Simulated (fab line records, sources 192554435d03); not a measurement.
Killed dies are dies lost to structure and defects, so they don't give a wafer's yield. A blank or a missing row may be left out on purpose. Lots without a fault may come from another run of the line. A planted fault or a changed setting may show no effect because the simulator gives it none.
Problem report in the 8D (eight disciplines) form, filled by code | flow n5_finfet | the parts of the form that need people (team, actions taken, sign-off) are left out

1. THE PROBLEM
platen_rpm at N5_HKMG_FIN_CMP_23 reads a mean of 48.26 rpm on 6 wafers of 2 lots; wafers without a fault read 50.29 rpm with a standard deviation of 0.034. That is -60 standard deviations from the usual mean.
The step: polishes, stops on SiNx, t overpolish 10 s, target thk 46.326 nm.
First seen on wafer L954.2, day 7 19:29, on cmp-03. The record holds 27 wafers of 9 lots with a number at this step. Rule for "out", or "out of limits": more than 4 standard deviations from the usual mean. The other wafers with a number count as sound.

2. WHAT IT IS AND WHAT IT IS NOT
question                    | is                     | is not
which readings at this step | platen_rpm             | motor_current_A, overpolish_run_s, retaining_ring_pressure_frac, time_to_endpoint_s
which lots                  | L954, L955             | L940, L943, L947, L951, L957, L960, L962
which wafers of those lots  | all that have a number | -
read on which tools         | cmp-03                 | cmp-01, cmp-04
when                        | from day 7 19:29       | up to then (12 sound wafers); but 9 sound wafers of L957, L960, L962 came after

3. SUSPECTS, AND WHAT RULES EACH OUT
Counting: a tool at a process step up to the reading stays a suspect if it ran every lot that is out and no sound lot after the first of them.
- rie_diel-05 at N5_HKMG_FIN_STRIP_92 (strips SOC in N2/H2, time 20 s): kept. It ran every lot that is out, first L954 (day 7 15:58), and no sound lot after that; its last sound lot up to then is L951 (day 7 09:16).
- cmp-03 at N5_HKMG_FIN_CMP_23 (polishes, stops on SiNx, t overpolish 10 s, target thk 46.326 nm): kept. It ran every lot that is out, first L954 (day 7 19:29), and no sound lot after that; its last sound lot up to then is L947 (day 6 02:27). Its own readings are out on those wafers: platen_rpm.
Left after counting: rie_diel-05 at N5_HKMG_FIN_STRIP_92, cmp-03 at N5_HKMG_FIN_CMP_23.

4. THE CAUSE (what the simulator had put in)
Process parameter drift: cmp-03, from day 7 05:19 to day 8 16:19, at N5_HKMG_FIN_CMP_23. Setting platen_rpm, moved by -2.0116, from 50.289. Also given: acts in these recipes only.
Counting left 2 suspects, and this tool is among them.

5. THE CHAIN OF EFFECTS, in route order
Each row: a reading whose mean over the struck wafers that have a number lies more than 3 standard deviations from the usual. Only readings for which the record gives a usual standard deviation are gone through. hours: the time from each lot's start at the first step in this table that gives one to its start at this step, as a median over the lots. sigmas: the change in usual standard deviations.
hours | step               | reading    | usual     | on struck wafers | change | sigmas
0     | N5_HKMG_FIN_CMP_23 | platen_rpm | 50.29 rpm | 48.26            | -2.03  | -60
The process steps in it:
- N5_HKMG_FIN_CMP_23: polishes, stops on SiNx, t overpolish 10 s, target thk 46.326 nm.
Later measuring or inspecting steps at which every struck wafer that the step has a row for has a number for every such reading, and none has moved that far: N5_BEOL_M4_RC_MEAS_101.

6. WHAT WOULD HAVE CAUGHT IT SOONER
In this record the first reading out of limits was taken at day 7 19:29, 14 hours after the fault began at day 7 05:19.
